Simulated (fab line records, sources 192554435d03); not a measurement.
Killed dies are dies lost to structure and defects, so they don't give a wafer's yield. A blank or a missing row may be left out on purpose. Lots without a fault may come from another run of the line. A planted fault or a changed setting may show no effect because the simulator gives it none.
Which tool did it? | flow n5_finfet | 24 lots, 72 wafers sampled, at 3 steps of a route of 1938

WHAT THE GAUGES READ, wafer by wafer
N5_BEOL_M10_OVL_MEAS_12. Usual: M10_OVL 0.4 nm, standard deviation 0.82.
lot  | measured     | on         | M10_OVL (nm)   | flag
L074 | day 10 00:36 | overlay-01 | -0.1 -1.0 -1.0 |
L075 | day 10 17:07 | overlay-02 | 1.7 1.4 1.6    |
L077 | day 10 21:17 | overlay-01 | -0.3 0.4 1.0   |
L078 | day 10 21:27 | overlay-02 | 2.0 1.5 0.8    |
L076 | day 10 22:10 | overlay-01 | 0.2 0.5 -1.2   |
L079 | day 11 14:58 | overlay-02 | 1.1 -0.1 -1.0  |
L080 | day 11 18:20 | overlay-02 | 0.0 -0.3 -0.2  |
L081 | day 11 18:36 | overlay-02 | 1.9 1.1 0.7    |
L082 | day 12 03:44 | overlay-02 | 0.8 -0.2 1.4   |
L084 | day 12 14:25 | overlay-02 | 0.0 -0.1 -0.2  |
L083 | day 12 23:27 | overlay-01 | 1.3 0.4 1.3    |
L085 | day 13 08:08 | overlay-01 | 0.9 0.8 0.5    |
L088 | day 13 19:14 | overlay-01 | -0.2 -0.5 2.0  |
L087 | day 13 22:29 | overlay-01 | -0.5 0.4 -1.2  |
L086 | day 13 22:42 | overlay-01 | 1.3 2.5 0.5    |
L089 | day 14 02:14 | overlay-02 | 0.3 1.1 0.7    |
L090 | day 14 05:49 | overlay-01 | 0.8 -0.3 0.4   |
L092 | day 14 07:55 | overlay-02 | 0.6 1.1 0.0    |
L091 | day 14 17:43 | overlay-01 | 1.0 0.3 0.9    |
L093 | day 15 00:55 | overlay-02 | 1.4 1.6 1.6    |
L094 | day 15 16:14 | overlay-02 | -0.2 -0.1 -1.1 |
L095 | day 15 17:14 | overlay-01 | 0.0 0.7 -0.7   |
L097 | day 15 19:10 | overlay-02 | 0.4 0.8 1.3    |
L096 | day 16 01:11 | overlay-02 | -0.2 0.3 0.9   |

WHICH TOOL RAN EACH LOT (tool, then ch and the chambers of the sampled wafers, then the start)
lot  | N5_BEOL_M9_DEGAS_44          | N5_BEOL_M9_SURFACE_TREAT_79
L074 | pvd_sputter-03, day 9 18:36  | pvd_sputter-01, day 9 19:40
L075 | pvd_sputter-01, day 10 11:17 | pvd_sputter-01, day 10 11:53
L077 | pvd_sputter-03, day 10 15:10 | pvd_sputter-02, day 10 15:46
L078 | pvd_sputter-02, day 10 15:49 | pvd_sputter-02, day 10 16:20
L076 | pvd_sputter-03, day 10 17:38 | pvd_sputter-03, day 10 18:04
L079 | pvd_sputter-01, day 11 10:53 | pvd_sputter-03, day 11 11:19
L080 | pvd_sputter-01, day 11 13:47 | pvd_sputter-01, day 11 14:11
L081 | pvd_sputter-01, day 11 14:56 | pvd_sputter-01, day 11 15:20
L082 | pvd_sputter-02, day 11 20:42 | pvd_sputter-03, day 11 21:11
L084 | pvd_sputter-01, day 12 09:01 | pvd_sputter-01, day 12 09:32
L083 | pvd_sputter-01, day 12 18:43 | pvd_sputter-01, day 12 19:18
L085 | pvd_sputter-02, day 13 04:18 | pvd_sputter-01, day 13 04:41
L088 | pvd_sputter-03, day 13 13:45 | pvd_sputter-03, day 13 15:46
L087 | pvd_sputter-01, day 13 16:47 | pvd_sputter-03, day 13 17:58
L086 | pvd_sputter-01, day 13 16:54 | pvd_sputter-03, day 13 18:01
L089 | pvd_sputter-01, day 13 19:28 | pvd_sputter-02, day 13 20:04
L090 | pvd_sputter-01, day 14 02:11 | pvd_sputter-01, day 14 02:40
L092 | pvd_sputter-01, day 14 02:16 | pvd_sputter-01, day 14 02:43
L091 | pvd_sputter-02, day 14 13:22 | pvd_sputter-02, day 14 13:46
L093 | pvd_sputter-01, day 14 20:46 | pvd_sputter-02, day 14 21:21
L094 | pvd_sputter-03, day 15 11:23 | pvd_sputter-03, day 15 11:47
L095 | pvd_sputter-02, day 15 11:44 | pvd_sputter-02, day 15 12:23
L097 | pvd_sputter-01, day 15 15:37 | pvd_sputter-01, day 15 16:02
L096 | pvd_sputter-01, day 15 18:54 | pvd_sputter-03, day 15 20:27
- N5_BEOL_M9_DEGAS_44: time 60 s.
- N5_BEOL_M9_SURFACE_TREAT_79

WHAT THE TOOLS THEMSELVES READ (means of the sampled wafers that have a number; where no wafer has one, the mark that the record gives instead)
N5_BEOL_M9_DEGAS_44. Usual: heater_power_w 331 W, standard deviation 27.
lot  | tool           | heater_power_w (W) | flag
L074 | pvd_sputter-03 | 300                |
L075 | pvd_sputter-01 | 349                |
L077 | pvd_sputter-03 | 289                |
L078 | pvd_sputter-02 | 307                |
L076 | pvd_sputter-03 | 302                |
L079 | pvd_sputter-01 | 346                |
L080 | pvd_sputter-01 | 344                |
L081 | pvd_sputter-01 | 356                |
L082 | pvd_sputter-02 | 323                |
L084 | pvd_sputter-01 | 342                |
L083 | pvd_sputter-01 | 348                |
L085 | pvd_sputter-02 | 297                |
L088 | pvd_sputter-03 | 295                |
L087 | pvd_sputter-01 | 350                |
L086 | pvd_sputter-01 | 353                |
L089 | pvd_sputter-01 | 350                |
L090 | pvd_sputter-01 | 348                |
L092 | pvd_sputter-01 | 340                |
L091 | pvd_sputter-02 | 312                |
L093 | pvd_sputter-01 | 349                |
L094 | pvd_sputter-03 | 300                |
L095 | pvd_sputter-02 | 318                |
L097 | pvd_sputter-01 | 349                |
L096 | pvd_sputter-01 | 354                |

THE ANSWER, worked out from the rows above alone
Rule: a lot is off if the mean of its wafers that have a number lies more than 3 standard deviations from the usual mean. A lot without any number at a reading at which 4 lots or more have one is off too. The other lots that the step has rows for count as sound. The gauges are gone through in route order, then the tools' own readings, and for those a lot's mean is taken as printed above. The first step at which some lot is off is used, and at that step the reading that is off furthest; a lot without a number counts as furthest.
No lot is off at any reading shown: from this, nothing can be told.

WHAT THE SIMULATOR HAD PUT IN
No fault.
